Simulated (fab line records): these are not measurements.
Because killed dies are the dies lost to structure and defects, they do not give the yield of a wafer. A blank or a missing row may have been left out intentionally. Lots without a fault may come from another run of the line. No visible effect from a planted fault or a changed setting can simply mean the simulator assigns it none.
fab line records	flow nandHarc
record: lots: 14	wafers: 42	lastDay: 23
route steps=1159 shown A_CONTACT@859 A_BONDPAD@1083 THIN_TSV@1126 END@1159
lots untouched by any fault: they come from a run of this same line in which no faults occurred
startH: the number of hours between the record's first day and the start of the first shown wafer of the lot	waitH: time in hours since the lot's previous step	" identical to the entry in the row above	L1.1+2: several wafers, shown together as one row	- no value present, or no start provided	* or withheld: withheld	< > ~ a bound
route shown NAME@n: NAME is a module with steps in the file, n the number in the route of the first one	usual: average and standard deviation across the fault-free wafers	same: alike in all rows	chamber/n: place in a boat	sites: the reading at each site	_std_site: standard deviation of those values	_edge_site: outer sites' mean less inner sites'	radiusMm: for every site, how far away it sits from the centre of the wafer	mask NAME#n: copy n	behind: the tool/chamber that last shaped the wafer	hold: why the lot was held/for how many hours/how that ended	device: whichever transistor did not switch (one of n, p or np)	end of line: the route-end tests of the same wafers	step lacking rows: just its recipe	killed: the dies lost at the first sort to structure and to defects; this is not the yield of the wafer	map: a wafer's dies, x killed, . not, _ none there
set.NAME: the run value of the setting; set.NAME@STEP: its run value at that earlier step	model.NAME: the simulator's own value behind a step, which no gauge read
route steps across a sampled set of lots; one table per step, one row per wafer
services: when a tool's chamber went out of use (startH, in hours from the record's first day, below 0 if earlier), for how many hours, and the reason
== steps ==
step: NHARC_A_CONTACT_ETCH_49
recipe: targetDepthA: 2600	overEtchFrac: 0.3	timeS: 475.3	ionEnergyEv: 200	n2FlowSccm: 150	h2FlowSccm: 150	arFlowSccm: 0	rfW: 400	biasW: 150	chemistry: N2/H2
usual: chamberPressureMTorr: 30.000/0.029	drypumpMotorCurrentA: 5.9/0.36	oesProductAu: 1.003/0.013	rfVppV: 428.9/1.8	showerheadPlenumPTorr: 1.98/0.058	throttleValvePct: 14.170/0.01
lot.wafer	tool	chamber	startH	waitH	chamberPressureMTorr	drypumpMotorCurrentA	oesProductAu	rfHoursCounterH	rfVppV	showerheadPlenumPTorr	throttleValvePct
L198.3	rieDiel-08	0	356.40	-	30.021	6.3	0.992	14	425.7	1.91	14.161
L198.4	"	2	"	"	30.042	6.4	0.984	14	429.1	2.07	14.192
L198.5	"	0	"	"	29.983	6.2	0.995	-	427.6	1.91	14.171
L201.4	rieDiel-08	2	372.92	-	30.018	6.4	1.013	20	432.3	2.07	14.172
L201.2	"	3	"	"	30.040	5.6	0.986	21	428.3	1.97	14.179
L201.5	"	2	"	"	30.033	6.5	0.997	-	432.9	2.07	14.160
L200.3	rieDiel-06	2	382.00	-	30.062	6.5	0.997	22	430.4	2.01	14.172
L200.4	"	0	"	"	29.975	6.0	1.008	26	430.2	1.97	14.145
L200.2	"	1	"	"	30.032	5.7	1.017	27	428.8	2.01	14.184
L203.1	rieDiel-06	3	389.16	-	30.047	5.7	1.000	25	431.6	2.08	14.163
L203.2	"	0	"	"	29.999	5.9	1.015	28	428.6	1.97	14.164
L203.5	"	2	"	"	29.958	6.5	0.980	-	430.1	2.00	14.189
L202.1	rieDiel-08	3	391.00	-	30.001	5.6	0.996	31	428.6	1.97	14.162
L202.2	"	2	"	"	29.978	6.5	0.992	29	430.4	2.06	14.161
L202.6	"	3	"	"	29.998	5.6	0.995	-	427.4	1.97	14.184
L205.2	rieDiel-06	3	410.95	-	30.014	5.7	0.999	29	430.9	2.08	14.190
L205.4	"	1	"	"	29.985	5.7	1.026	32	428.6	2.01	14.179
L205.1	"	2	"	"	30.043	6.5	0.983	27	429.9	2.00	14.179
L206.4	rieDiel-08	1	423.81	-	30.030	5.9	0.997	36	428.4	1.95	14.169
L206.1	"	2	"	"	29.995	6.4	0.985	39	430.0	2.06	14.153
L206.5	"	0	"	"	30.060	6.2	0.996	-	427.3	1.90	14.158
L208.2	rieDiel-08	1	425.15	-	29.994	5.9	1.008	37	427.4	1.95	14.165
L208.1	"	2	"	"	30.002	6.4	0.998	39	431.6	2.06	14.171
L208.5	"	3	"	"	29.931	5.6	0.998	-	428.0	1.96	14.173
L209.4	rieDiel-06	1	435.97	-	30.004	5.7	1.022	1	429.7	2.01	14.166
L209.2	"	2	"	"	29.980	6.5	0.995	1	429.0	2.00	14.164
L209.5	"	1	"	"	29.994	5.7	1.021	-	429.7	2.01	14.172
L207.3	rieDiel-06	0	439.99	-	29.996	6.0	1.019	2	430.3	1.97	14.171
L207.2	"	2	"	"	30.021	6.5	0.996	2	429.7	2.00	14.160
L207.6	"	3	"	"	30.016	5.7	1.006	-	431.9	2.08	14.164
L210.2	rieDiel-06	0	445.87	-	29.989	5.9	1.015	3	428.2	1.97	14.175
L210.5	"	0	"	"	30.014	5.9	1.031	-	428.3	1.97	14.152
L210.6	"	1	"	"	29.973	5.7	1.031	-	430.8	2.01	14.170
L211.2	rieDiel-03	0	448.63	-	29.990	6.5	0.997	17	425.3	1.89	14.157
L211.4	"	2	"	"	29.986	5.6	0.993	16	427.8	1.91	14.174
L211.1	"	3	"	"	30.010	5.3	1.032	17	428.0	1.98	14.172
L214.3	rieDiel-06	0	458.69	-	29.954	6.0	1.010	6	428.9	1.97	14.181
L214.1	"	2	"	"	29.953	6.6	1.001	6	429.4	2.00	14.164
L214.5	"	0	"	"	29.970	6.0	1.009	-	429.0	1.97	14.178
L216.3	rieDiel-06	0	482.21	-	30.023	5.9	1.006	11	428.7	1.97	14.169
L216.2	"	2	"	"	29.944	6.5	0.989	12	430.4	2.00	14.164
L216.6	"	3	"	"	30.017	5.7	0.998	-	432.0	2.07	14.161
step: NHARC_A_BONDPAD_PRE_CLEAN_26
recipe: timeS: 30	tempC: 280	gas: H2/He
usual: heaterPowerW: 416/34
lot.wafer	tool	chamber	startH	waitH	heaterPowerW
L198.4	pvdSputter-01	-	-	-	393
L198.3	"	-	"	"	394
L198.5	"	-	"	"	385
L201.4	pvdSputter-01	-	-	-	409
L201.2	"	-	"	"	380
L201.5	"	-	"	"	398
L200.2	pvdSputter-01	-	-	-	382
L200.4	"	-	"	"	398
L200.3	"	-	"	"	371
L203.2	pvdSputter-01	-	-	-	392
L203.1	"	-	"	"	365
L203.5	"	-	"	"	384
L202.1	pvdSputter-03	-	-	-	385
L202.2	"	-	"	"	400
L202.6	"	-	"	"	387
L205.4	pvdSputter-02	-	-	-	434
L205.1	"	-	"	"	410
L205.2	"	-	"	"	411
L206.1	pvdSputter-02	-	-	-	448
L206.4	"	-	"	"	408
L206.5	"	-	"	"	408
L208.1	pvdSputter-01	-	-	-	387
L208.2	"	-	"	"	447
L208.5	"	-	"	"	404
L209.4	pvdSputter-01	-	-	-	449
L209.2	"	-	"	"	368
L209.5	"	-	"	"	451
L207.2	pvdSputter-03	-	-	-	377
L207.3	"	-	"	"	389
L207.6	"	-	"	"	384
L210.2	pvdSputter-03	-	-	-	492
L210.6	"	-	"	"	498
L210.5	"	-	"	"	386
L211.2	pvdSputter-02	-	-	-	443
L211.4	"	-	"	"	438
L211.1	"	-	"	"	413
L214.3	pvdSputter-03	-	-	-	485
L214.1	"	-	"	"	389
L214.5	"	-	"	"	493
L216.3	pvdSputter-02	-	-	-	455
L216.2	"	-	"	"	401
L216.6	"	-	"	"	438
step: NHARC_THIN_TSV_STRIP_62
recipe: powerW: 1500	tempC: 250	timeS: 20	chemistry: N2/H2
usual: drypumpMotorCurrentA: 6.1/0.32	heaterPowerW: 340/31
lot.wafer	tool	chamber	startH	waitH	drypumpMotorCurrentA	heaterPowerW	rfHoursCounterH
L198.3	plasmaAsher-02	0	423.52	-	5.6	299	-
L198.4	"	1	"	"	6.3	317	-
L198.5	"	0	"	"	5.7	302	-
L201.2	plasmaAsher-01	0	433.93	-	6.0	330	50
L201.4	"	0	"	"	6.0	329	-
L201.5	"	1	"	"	6.5	376	-
L200.2	plasmaAsher-01	0	441.43	-	6.0	331	54
L200.3	"	0	"	"	6.0	332	-
L200.4	"	1	"	"	6.5	380	-
L202.2	plasmaAsher-02	1	447.44	-	6.3	305	28
L202.1	"	0	"	"	5.6	301	28
L202.6	"	1	"	"	6.2	310	-
L203.2	plasmaAsher-02	1	448.72	-	6.3	322	28
L203.1	"	0	"	"	5.6	309	28
L203.5	"	0	"	"	5.6	297	-
L205.2	plasmaAsher-01	1	481.57	-	6.5	386	6
L205.1	"	0	"	"	6.0	345	6
L205.4	"	1	"	"	6.5	388	-
L208.1	plasmaAsher-02	0	482.65	-	5.6	295	38
L208.2	"	1	"	"	6.3	321	38
L208.5	"	1	"	"	6.2	319	-
L206.1	plasmaAsher-02	0	483.74	-	5.7	306	39
L206.4	"	1	"	"	6.2	314	-
L206.5	"	0	"	"	5.6	313	-
L209.2	plasmaAsher-02	1	489.44	-	6.3	309	41
L209.4	"	1	"	"	6.3	316	-
L209.5	"	1	"	"	6.3	312	-
L207.2	plasmaAsher-02	1	494.50	-	6.2	319	44
L207.3	"	0	"	"	5.6	301	-
L207.6	"	0	"	"	5.6	305	-
L210.2	plasmaAsher-01	0	499.12	-	6.0	340	13
L210.5	"	1	"	"	6.5	370	-
L210.6	"	0	"	"	6.0	352	-
L211.2	plasmaAsher-01	1	507.40	-	6.5	386	16
L211.1	"	0	"	"	6.0	348	16
L211.4	"	0	"	"	6.0	341	-
L214.1	plasmaAsher-01	1	517.62	-	6.5	379	19
L214.3	"	0	"	"	6.0	346	-
L214.5	"	0	"	"	6.0	338	-
L216.2	plasmaAsher-01	1	539.33	-	6.5	382	26
L216.3	"	0	"	"	6.0	337	-
L216.6	"	1	"	"	6.5	382	-
step: NHARC_END_SORT_01
recipe: tempC: 25
usual: killedAtArray: 27/9.9	killedAtOther: 0.6/0.84	killedAtPeriphery: 3.7/2.5	killedDies: 31/9.9	killedOpen: 3.0/1.6	killedShort: 1.9/1.2
same: grossDies: 677
lot.wafer	tool	chamber	startH	waitH	killedAtArray	killedAtOther	killedAtPeriphery	killedDies	killedOpen	killedShort
L214.1	prober-01	0	532.81	2.5	25	2	0	27	0	0
L214.3	prober-01	0	534.42	3.1	108	2	0	110	1	1
L214.5	prober-01	0	536.03	3.7	100	2	3	105	3	4
L216.2	prober-01	0	551.34	2.8	32	1	2	35	1	3
L216.3	prober-01	0	552.14	3.1	97	0	1	98	0	1
L216.6	prober-01	0	554.55	4.0	32	0	4	36	6	1
killed by level:class
L214.1 A_SLIT:chamberFilmFlake=15 A_CHANNEL_HOLE_D1:chamberFilmFlake=7 A_CONTACT:chamberFilmFlake=2 THIN_TSV:chamberFilmFlake=2 A_STAIRCASE:chamberFilmFlake=1
L214.3 A_CONTACT:unspecified=75 A_CHANNEL_HOLE_D1:chamberFilmFlake=17 A_SLIT:chamberFilmFlake=13 THIN_TSV:chamberFilmFlake=2 A_CONTACT:geometricParticle:short=1 A_CONTACT:geometricParticle:open=1 A_STAIRCASE:chamberFilmFlake=1
L214.5 A_CONTACT:unspecified=65 A_SLIT:chamberFilmFlake=21 A_CHANNEL_HOLE_D1:chamberFilmFlake=7 A_CONTACT:geometricParticle:open=2 THIN_TSV:chamberFilmFlake=2 P_M0:geometricParticle:short=1 P_M1:geometricParticle:short=1 A_CHANNEL_FILL_D1:geometricParticle:open=1
L216.2 A_SLIT:chamberFilmFlake=11 A_CHANNEL_HOLE_D1:chamberFilmFlake=8 A_CONTACT:chamberFilmFlake=6 A_STAIRCASE:chamberFilmFlake=2 A_CHANNEL_HOLE_D1:geometricParticle:short=1 A_CHANNEL_FILL_D1:geometricParticle:short=1 A_SLIT:geometricParticle:short=1 A_CONTACT:geometricParticle:open=1
L216.3 A_CONTACT:unspecified=67 A_SLIT:chamberFilmFlake=19 A_CHANNEL_HOLE_D1:chamberFilmFlake=4 A_STAIRCASE:chamberFilmFlake=3 A_CONTACT:chamberFilmFlake=2 A_SOURCE_PLATE:geometricParticle:short=1 P_STI:chamberFilmFlake=1 A_SGD_CUT:chamberFilmFlake=1
L216.6 A_SLIT:chamberFilmFlake=16 A_CHANNEL_HOLE_D1:chamberFilmFlake=5 A_STAIRCASE:chamberFilmFlake=3 A_CONTACT:chamberFilmFlake=3 P_CONTACT:geometricParticle:open=2 A_BLC:geometricParticle:open=2 A_CHANNEL_HOLE_D1:geometricParticle:open=1 A_CONTACT:geometricParticle:open=1
== services ==
tool	chamber	startH	hours	kind
pvdSputter-01	-	336.06	10.0	pm
plasmaAsher-02	-	360.11	9.0	pm
rieDiel-06	2	363.74	8.6	repair
rieDiel-06	2	372.95	7.0	repair
plasmaAsher-02	-	375.09	1.2	repair
pvdSputter-01	-	376.65	2.5	repair
pvdSputter-01	-	391.63	3.1	repair
plasmaAsher-01	-	396.17	5.9	repair
rieDiel-08	3	412.25	7.3	repair
rieDiel-06	-	418.25	9.0	pm
rieDiel-08	0	425.33	4.7	repair
plasmaAsher-02	-	433.67	5.8	repair
plasmaAsher-01	-	453.19	9.0	pm
pvdSputter-01	-	453.74	3.7	repair
rieDiel-08	2	457.24	16.9	repair
rieDiel-08	-	478.95	9.0	pm
plasmaAsher-01	-	489.45	2.0	repair
rieDiel-06	2	496.83	10.5	repair
rieDiel-08	0	501.98	4.2	repair
pvdSputter-01	-	514.06	10.0	pm
rieDiel-06	-	529.36	0.3	repair
rieDiel-06	3	530.74	9.0	repair
rieDiel-06	0	534.37	11.9	repair
plasmaAsher-02	-	537.11	9.0	pm
== key ==
firstSign: step: NHARC_END_SORT_01	reading: killedAtArray	direction: up	sigmas: 7.5	usual: 27	struck: 102
effect: step: NHARC_END_SORT_01	reading: killedDies	direction: up	sigmas: 7.3	usual: 31	struck: 104
moreKillsBornAt: NHARC_A_CONTACT_ETCH_49@rieDiel-06: 207
metAt NHARC_A_CONTACT_ETCH_49
struckLots L214,L216
struckWafers L214.3,L214.5,L216.3
testerLeftOut L214,L216
notActingAt NHARC_A_BONDPAD_PRE_CLEAN_26,NHARC_THIN_TSV_STRIP_62
onsetBetween 445.87 458.69
fault: kind: chamberParticleSource	tool: rieDiel-06	chamber: 0	onsetH: 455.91	steps: NHARC_A_CONTACT_ETCH_49	ratePerVisitCm2: 0.40443	endH: 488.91
testerLeftOut: of these lots the tester's yield and bins aren't shown, on N5 and GAA mostly nor the transistor test; their killed dies are dies lost to structure and defects alone, not to doping, threshold or leakage, so they don't give the yield
